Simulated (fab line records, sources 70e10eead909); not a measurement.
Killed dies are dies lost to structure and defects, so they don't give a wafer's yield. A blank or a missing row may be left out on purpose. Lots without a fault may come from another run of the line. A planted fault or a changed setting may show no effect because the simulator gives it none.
A struck lot beside a sound one | flow nand_harc | 32 steps out of a route of 1159
Sound: wafers L434.1, L434.2, L434.3. Struck: wafer L428.6. (L428.1, L428.2 of the same lot were not struck and are left out.) The cause comes at the end.
At each step with rows: each side's tool, then ch and its chambers, then its first start. Under that, the readings that differ: sound wafers | struck wafers | difference of the means | sigmas: that difference in standard deviations of wafers without a fault.
alike: readings whose means differ by less than 2 such deviations, and words and numbers that are the same on both sides. not compared: withheld readings, readings that some wafer has no value for, bounds like >300 that may hide the same value, and numbers for which the record gives no deviation and whose values overlap.
The two part at a step that has a row with sigmas, a row that says differs or no value, or rows on one side only. Numbers that don't overlap but have no deviation are shown without sigmas and don't part them. A reading that every wafer of one side lacks parts them only if that side has two wafers or more.

first, 5 steps without rows for these wafers: NHARC_A_ONON_D1_DEP_22 (target thk 1000 nm); NHARC_A_ONON_D1_DEP_25 (target thk 1000 nm); NHARC_A_ONON_D1_DEP_28 (target thk 1000 nm); NHARC_A_ONON_D1_DEP_33 (deposits SiO2, target thk 200 nm); NHARC_A_CHANNEL_HOLE_D1_DEP_00 (deposits aC, target thk 3100 nm).
NHARC_A_CHANNEL_HOLE_D1_DEP_01: deposits SiON, target thk 140 nm.
  sound on pecvd-03 ch 0,1,2, day 13 02:04; struck on pecvd-04 ch 0, day 11 18:26
  alike: heater_power_w
then, 25 steps without rows for these wafers: NHARC_A_CHANNEL_HOLE_D1_DEHYDRATE_02 (time 120 s); NHARC_A_CHANNEL_HOLE_D1_HMDS_03 (time 30 s); NHARC_A_CHANNEL_HOLE_D1_COAT_36 (time 75 s); NHARC_A_CHANNEL_HOLE_D1_COAT_37 (time 65 s); NHARC_A_CHANNEL_HOLE_D1_COAT_04 (resist thk 90 nm); NHARC_A_CHANNEL_HOLE_D1_SOFTBAKE_05 (time 55 s); NHARC_A_CHANNEL_HOLE_D1_EBR_06; NHARC_A_CHANNEL_HOLE_D1_EXPOSE_07 (exposes mask HOLE D1, target cd 100 nm); NHARC_A_CHANNEL_HOLE_D1_PEB_08 (peb time 65 s); NHARC_A_CHANNEL_HOLE_D1_DEVELOP_09 (develop time 35 s); NHARC_A_CHANNEL_HOLE_D1_DESCUM_15 (chemistry O2, time 3 s); NHARC_A_CHANNEL_HOLE_D1_ETCH_38 (etches the open film in CF4, target depth 39 nm, time 65 s); NHARC_A_CHANNEL_HOLE_D1_ETCH_39 (etches the open film in N2/H2, target depth 260 nm, time 325 s); NHARC_A_CHANNEL_HOLE_D1_ETCH_34 (etches the open film in CF4/CHF3, target depth 154 nm, time 77 s); NHARC_A_CHANNEL_HOLE_D1_ETCH_16 (etches the open film in O2/COS, target depth 3100 nm, time 806 s); NHARC_A_CHANNEL_HOLE_D1_ETCH_19 (etches the open film in C4F8/O2/Ar, time 34.5 s); NHARC_A_CHANNEL_HOLE_D1_ETCH_20 (etches the open film in C4F8/O2/Ar, time 361.9 s, target depth 1600 nm); NHARC_A_CHANNEL_HOLE_D1_ETCH_21 (etches the open film in C4F8/O2/Ar, time 514.3 s, target depth 1600 nm); NHARC_A_CHANNEL_HOLE_D1_ETCH_22 (etches the open film in C4F8/O2/Ar, time 666.7 s, target depth 1600 nm); NHARC_A_CHANNEL_HOLE_D1_ETCH_23 (etches the open film in C4F8/O2/Ar, time 819 s, target depth 1600 nm); NHARC_A_CHANNEL_HOLE_D1_ETCH_24 (etches the open film in C4F8/O2/Ar, time 906.2 s, target depth 1500 nm); NHARC_A_CHANNEL_HOLE_D1_ETCH_25 (etches the open film in C4F8/O2/Ar, time 1040.2 s, target depth 1500 nm); NHARC_A_CHANNEL_HOLE_D1_ETCH_26 (etches the open film in C4F8/O2/Ar, time 224.1 s, target depth 300 nm); NHARC_A_CHANNEL_HOLE_D1_ETCH_33 (etches the open film in C4F8/O2/Ar, time 90 s, target depth 400 nm); NHARC_A_CHANNEL_HOLE_D1_STRIP_41 (strips in N2/H2).
-- the record jumps here: 12 days lie between the struck wafers' starts before and after (it left off in module A_CHANNEL_HOLE_D1 and takes up again in module END, whose first step shown is number 1159 of the route) --
NHARC_END_SORT_01:
  the record has rows for the struck wafers here (prober-01 ch 0, day 23 10:23) and none for the sound ones

WHERE THEY PART
Only at NHARC_END_SORT_01, within this record.

WHY: what the simulator had put in
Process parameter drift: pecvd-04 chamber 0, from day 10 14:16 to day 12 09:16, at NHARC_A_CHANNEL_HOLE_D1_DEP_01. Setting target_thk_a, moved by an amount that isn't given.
